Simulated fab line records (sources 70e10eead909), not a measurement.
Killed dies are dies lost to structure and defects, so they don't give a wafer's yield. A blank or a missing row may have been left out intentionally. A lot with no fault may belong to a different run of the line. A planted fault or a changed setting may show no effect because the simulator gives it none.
Code-filled problem report in 8D (eight disciplines) form ; flow nand_harc ; the parts of the form that need people (team, actions taken, sign-off) are left out

## 1. WHAT WENT WRONG
At NHARC_P_STI_INSPECT_11, raw_defect_count averages 735.8 over 6 wafers from 2 lots, while fault-free wafers read 6.2, standard deviation 2.8. That is +99 or more standard deviations from the usual mean.
Earliest sighting: wafer L254.2 on defect_inspect-02 at day 5 07:40. At this step, 36 wafers from 12 lots have a number in the record. Rule for "out", or "out of limits": more than 4 standard deviations from the usual mean. The other wafers with a number count as sound.

## 2. WHAT IT IS; WHAT IT IS NOT
question;is;is not
which readings at this step;raw_defect_count;-
which lots;L254, L256;L250, L263, L264, L265, L266, L267, L268, L269, L270, L271
which wafers of those lots;all that have a number;-
read on which gauges;defect_inspect-02;defect_inspect-01
when;from day 5 07:40;"up to then (3 sound wafers); but 27 sound wafers of L263, L264, L265, L266, L267, L268, L269, L270, L271 came after"

## 3. SUSPECTS, AND WHAT RULES EACH OUT
Counting: any tool at a process step up to the reading is kept as a suspect provided that every lot that is out went through it and no sound lot did after the first of them.
- the gauge at NHARC_P_STI_INSPECT_11 has been ruled out. All the wafers that are out were read on defect_inspect-02, but those of them that NHARC_END_SORT_01 has rows for are out there too, on other tools.
- wet_bench-06 at NHARC_P_STI_PRECLEAN_27 (cleans in SC1): ruled out as a lasting fault. Sound lots L263, L266 ran on it after its first lot that is out, L254 (day 4 15:42).
Left after counting: nothing in the record.

## 4. THE CAUSE (what the simulator had put in)
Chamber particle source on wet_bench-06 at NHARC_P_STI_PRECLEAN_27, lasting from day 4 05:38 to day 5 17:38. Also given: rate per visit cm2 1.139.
It was ruled out by counting, in error; the rule expects a fault to strike all lots run on its tool from its start on, and this fault did not.

## 5. SEQUENCE OF EFFECTS, ordered by route
Each row: a reading whose mean over the struck wafers that have a number lies more than 3 standard deviations from the usual. Only readings for which the record gives a usual standard deviation are gone through. hours: the time from each lot's start at the first step in this table that gives one to its start at this step, as a median over the lots. sigmas: the change in usual standard deviations.
hours;step;reading;usual;on struck wafers;change;sigmas
0;NHARC_P_STI_INSPECT_11;raw_defect_count;6.2;735.8;+729.6;+99 or more
528;NHARC_END_SORT_01;killed_at_periphery;4;90;+86;+27
528;NHARC_END_SORT_01;killed_dies;67;142;+75;+4.7

## 6. WHAT WOULD HAVE CAUGHT IT SOONER
The first out-of-limits reading at a measuring or inspecting step in this record came at day 5 07:40, 26 hours after the fault's start at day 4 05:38.
